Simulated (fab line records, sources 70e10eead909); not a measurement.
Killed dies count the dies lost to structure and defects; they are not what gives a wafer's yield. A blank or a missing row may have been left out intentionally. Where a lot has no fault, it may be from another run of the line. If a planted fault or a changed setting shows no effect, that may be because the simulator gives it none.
A struck lot beside a sound one :: flow nandHarc :: 15 out of 1159 route steps
Sound: these wafers, L796.2, L796.3, L796.4. Wafers struck: L806.1, L806.3, L806.6. At the end, the cause is stated.
At each step with rows: each side's tool, then ch and its chambers, then its first start. Under that, the readings that differ: sound wafers :: struck wafers :: difference of the means :: sigmas: that difference in standard deviations of wafers without a fault.
alike: readings with means less than 2 such deviations apart, plus words and numbers identical on both sides. not compared: withheld readings, readings lacking a value on some wafer, bounds such as >300 that could conceal the same value, and numbers that have no deviation in the record and whose values overlap.
A row with sigmas, a row that says differs or no value, or rows on one side alone: a step with any of these is where the two part. Numbers that have no deviation but don't overlap get no sigmas and don't part them. A reading missing from all wafers of one side parts the sides only when that side holds two or more wafers.

first, 7 steps without rows for these wafers: NHARC_A_SLIT_HMDS_02 (time 30 s); NHARC_A_SLIT_COAT_03 (resist thk 90 nm); NHARC_A_SLIT_SOFTBAKE_04 (time 55 s); NHARC_A_SLIT_EBR_05; NHARC_A_SLIT_EXPOSE_06 (exposes mask SLIT); NHARC_A_SLIT_PEB_07 (peb time 65 s); NHARC_A_SLIT_DEVELOP_08 (develop time 35 s).
NHARC_A_SLIT_CD_MEAS_09: target cd 300 nm.
  sound on cdSem-01 ch 0, day 15 03:36; struck on cdSem-03 ch 0, day 17 13:50
  alike: cdNm
NHARC_A_SLIT_OVL_MEAS_10:
  sound on overlay-01, day 15 03:41; struck on overlay-01, day 17 13:56
  alike: overlayXNm, overlayYNm
NHARC_A_SLIT_INSPECT_11:
  sound on defectInspect-02, day 15 03:43; struck on defectInspect-02, day 17 13:58
reading: rawDefectCount
sound: 8 4 8
struck: 31 28 22
difference: +20
sigmas: +2
NHARC_A_SLIT_DESCUM_14: chemistry O2, time 3 s.
  sound on rieDiel-01 ch 0,1,2, day 15 03:47; struck on rieDiel-01 ch 1,3, day 17 14:01
  alike: drypumpMotorCurrentA, oesProductAu, rfVppV, showerheadPlenumPTorr, throttleValvePct
  not compared: rfHoursCounterH
NHARC_A_SLIT_ETCH_24: etches the open film in CF4/CHF3, target depth 121 nm, time 60.5 s.
  sound on rieDiel-01 ch 0,2,3, day 15 03:52; struck on rieDiel-01 ch 0,3, day 17 14:08
reading: oesProductAu (a.u.)
sound: 0.979 0.969 0.977
struck: 0.915 0.929 0.920
difference: -0.054
sigmas: -3
  alike: drypumpMotorCurrentA, rfVppV, runLengthS, showerheadPlenumPTorr, throttleValvePct
  not compared: rfHoursCounterH
NHARC_A_SLIT_ETCH_15: etches the open film in O2/COS, target depth 3200 nm, time 832 s.
  sound on rieDiel-01 ch 0,2,3, day 15 04:01; struck on rieDiel-01 ch 0,1,3, day 17 14:14
reading: runLengthS (s)
sound: 853.0 853.2 853.3
struck: 671.9 671.6 672.2
difference: -181.3
sigmas: -99 or more
  alike: drypumpMotorCurrentA, oesProductAu, rfVppV, showerheadPlenumPTorr, throttleValvePct
  not compared: rfHoursCounterH, model.A_SLIT.cdOffsetNm
NHARC_A_SLIT_ETCH_17: etches the open film in C4F8/O2/Ar, time 1687.5 s, target depth 10100 nm.
  sound on harEtch-01 ch 0,1, day 15 04:58; struck on harEtch-02 ch 0,1, day 17 14:57
  alike: drypumpMotorCurrentA, runLengthS, showerheadPlenumPTorr, throttleValvePct
  not compared: rfHoursCounterH
-- jump in the record: it breaks off in module A_SLIT and resumes in module END (first step shown: number 1159 of the route), and 5 days separate the struck wafers' starts before and after --
NHARC_END_SORT_01:
  here the record holds rows for the struck wafers (prober-02 ch 0, day 22 16:35) but none for the sound ones

## WHERE THEY PART
First at NHARC_A_SLIT_INSPECT_11; last, within this record, at NHARC_END_SORT_01.

WHY: what the simulator had put in
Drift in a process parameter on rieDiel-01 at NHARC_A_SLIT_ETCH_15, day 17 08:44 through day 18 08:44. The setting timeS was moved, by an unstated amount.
